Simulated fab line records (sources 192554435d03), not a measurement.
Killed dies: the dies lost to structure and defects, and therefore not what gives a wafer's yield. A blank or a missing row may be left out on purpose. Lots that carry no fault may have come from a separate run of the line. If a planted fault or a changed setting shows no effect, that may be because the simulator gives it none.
What tool caused it? -- flow n5 finfet -- Sampling: 10 lots, 30 wafers, 4 of 1938 route steps

## WHAT THE GAUGES SHOWED, per wafer
N5_BEOL_M10_OVL_MEAS_12.
lot,measured,on,M10_OVL (nm)
L831,day 10 19:03,overlay-02,1.1 0.7 0.5
L833,day 11 13:34,overlay-01,1.3 0.9 1.2
L834,day 11 13:45,overlay-01,1.0 1.5 0.1
L835,day 11 17:20,overlay-01,0.7 0.9 -0.3
L836,day 12 17:20,overlay-02,1.1 -0.1 -0.9
L844,day 14 04:49,overlay-01,-0.3 0.9 0.7
L846,day 14 13:48,overlay-01,1.2 1.8 1.0
L851,day 15 17:28,overlay-01,-0.6 -0.9 -1.3
L854,day 16 08:31,overlay-01,1.2 -0.1 -0.4
L853,day 16 09:11,overlay-01,0.3 0.7 0.0

N5_BEOL_M10_CD_MEAS_28 targets a cd of 70 nm.
lot,measured,on,cd nm (nm)
L831,day 10 22:52,cd sem-02,69.1 68.8 67.9
L833,day 11 15:55,cd sem-01,69.7 68.0 68.2
L834,day 11 16:21,cd sem-03,70.8 71.1 71.0
L835,day 11 19:17,cd sem-02,70.5 70.2 70.8
L836,day 12 18:47,cd sem-03,70.4 70.0 71.0
L844,day 14 06:41,cd sem-03,72.9 73.5 69.5
L846,day 14 18:32,cd sem-03,72.9 68.7 69.8
L851,day 15 18:52,cd sem-02,69.0 70.2 69.7
L854,day 16 09:56,cd sem-02,72.0 70.9 70.6
L853,day 16 10:11,cd sem-02,71.9 69.7 70.5

N5_BEOL_M10_OVL_MEAS_29.
lot,measured,on,V9_OVL (nm)
L831,day 10 22:53,overlay-01,-0.2 1.1 0.3
L833,day 11 15:57,overlay-01,0.1 0.1 -1.4
L834,day 11 16:23,overlay-02,0.8 -0.1 0.5
L835,day 11 19:19,overlay-01,0.5 0.0 -0.8
L836,day 12 18:49,overlay-01,1.9 0.4 1.8
L844,day 14 06:43,overlay-01,1.0 0.6 0.6
L846,day 14 18:34,overlay-01,0.3 0.5 0.3
L851,day 15 18:53,overlay-02,0.0 0.3 0.0
L854,day 16 09:58,overlay-02,0.3 -0.7 0.8
L853,day 16 10:13,overlay-01,-1.1 -0.3 0.1

## WHICH TOOL RAN EACH LOT (tool, then ch and the chambers of the sampled wafers, then the start)
lot,N5_BEOL_M10_PEB_26
L831,"litho track-01 ch 0, day 10 22:48"
L833,"litho track-01 ch 0, day 11 15:51"
L834,"litho track-05 ch 0, day 11 16:17"
L835,"litho track-05 ch 0, day 11 19:13"
L836,"litho track-02 ch 0, day 12 18:43"
L844,"litho track-01 ch 0, day 14 06:37"
L846,"litho track-01 ch 0, day 14 18:28"
L851,"litho track-02 ch 0, day 15 18:47"
L854,"litho track-05 ch 0, day 16 09:52"
L853,"litho track-05 ch 0, day 16 10:07"
- N5_BEOL_M10_PEB_26: peb time 60 s.

## AS READ BY THE TOOLS THEMSELVES (means over the sampled wafers that have a number; for cases with no such wafer, the mark the record gives instead)
N5_BEOL_M10_PEB_26.
lot,tool,resist line temp C (C)
L831,litho track-01,23.05
L833,litho track-01,22.95
L834,litho track-05,22.95
L835,litho track-05,23.04
L836,litho track-02,22.99
L844,litho track-01,23.03
L846,litho track-01,22.87
L851,litho track-02,23.01
L854,litho track-05,22.93
L853,litho track-05,22.95

## THE ANSWER, worked out from the rows above alone
Rule: what is usual is taken from the lots themselves. Put in order of their means at a reading, lots are off if they are a third of the lots or fewer, leave a main group of 4 or more, and stand apart from it by a gap of 3 or more times the standard deviation of the main group's means; of several such gaps the widest counts. A main group whose means are all the same, to the digits that the tables above print for the reading, isn't used. A lot without any number at a reading at which 4 lots or more have one is off too. Where the step has rows for the other lots, those lots are counted as sound. After the gauges, taken in route order, come the tools' own readings; for these a lot's mean is taken, as printed above. At the first step where some lot is off, the reading lying furthest off is the one used; lots without a number count as furthest.
Nothing can be told from this: no lot is off at any reading shown.

## WHAT THE SIMULATOR HAD INSERTED
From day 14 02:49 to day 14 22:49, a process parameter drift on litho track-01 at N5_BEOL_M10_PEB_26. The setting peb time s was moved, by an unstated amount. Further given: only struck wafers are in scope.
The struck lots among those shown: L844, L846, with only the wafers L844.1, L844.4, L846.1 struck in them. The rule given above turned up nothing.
